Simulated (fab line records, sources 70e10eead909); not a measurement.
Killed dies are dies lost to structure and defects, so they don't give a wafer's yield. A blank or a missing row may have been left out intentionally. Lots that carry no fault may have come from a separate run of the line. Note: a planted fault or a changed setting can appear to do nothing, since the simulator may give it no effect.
What tool caused it? :: flow nand_harc :: route of 1302 steps, sampled at 1 step: 7 lots, 21 wafers

## WHAT THE GAUGES READ, wafer by wafer
NHARC_P_M2_THK_MEAS_24: measures by xrf.
lot: L684
measured: day 7 01:13
on: film_metro-02
thk_nm (nm): 142.3 142.3 140.4

lot: L687
measured: day 8 13:26
on: film_metro-02
thk_nm (nm): 141.1 146.4 143.2

lot: L689
measured: day 8 22:28
on: film_metro-01
thk_nm (nm): 139.1 141.9 143.4

lot: L691
measured: day 10 00:47
on: film_metro-01
thk_nm (nm): 141.8 145.9 145.0

lot: L700
measured: day 13 15:12
on: film_metro-01
thk_nm (nm): 143.7 141.9 143.1

lot: L704
measured: day 15 02:26
on: film_metro-01
thk_nm (nm): 141.7 141.7 144.3

lot: L705
measured: day 15 19:06
on: film_metro-02
thk_nm (nm): 143.3 142.8 143.8

## WHAT TOOL EACH LOT RAN ON (gives the tool, then ch and the chambers of the sampled wafers, and finally the start)
The record holds no process step before these readings.

## THE ANSWER, worked out from the rows above alone
Rule: the lots themselves supply what counts as usual. Put in order of their means at a reading, lots are off if they are a third of the lots or fewer, leave a main group of 4 or more, and stand apart from it by a gap of 3 or more times the standard deviation of the main group's means; of several such gaps the widest counts. A main group whose means are all the same, to the digits that the tables above print for the reading, isn't used. A lot without any number at a reading at which 4 lots or more have one is off too. Any other lot the step has rows for is counted as sound.
Across all readings shown, no lot is off: no conclusion can be drawn from this.

## WHAT WAS PUT IN BY THE SIMULATOR
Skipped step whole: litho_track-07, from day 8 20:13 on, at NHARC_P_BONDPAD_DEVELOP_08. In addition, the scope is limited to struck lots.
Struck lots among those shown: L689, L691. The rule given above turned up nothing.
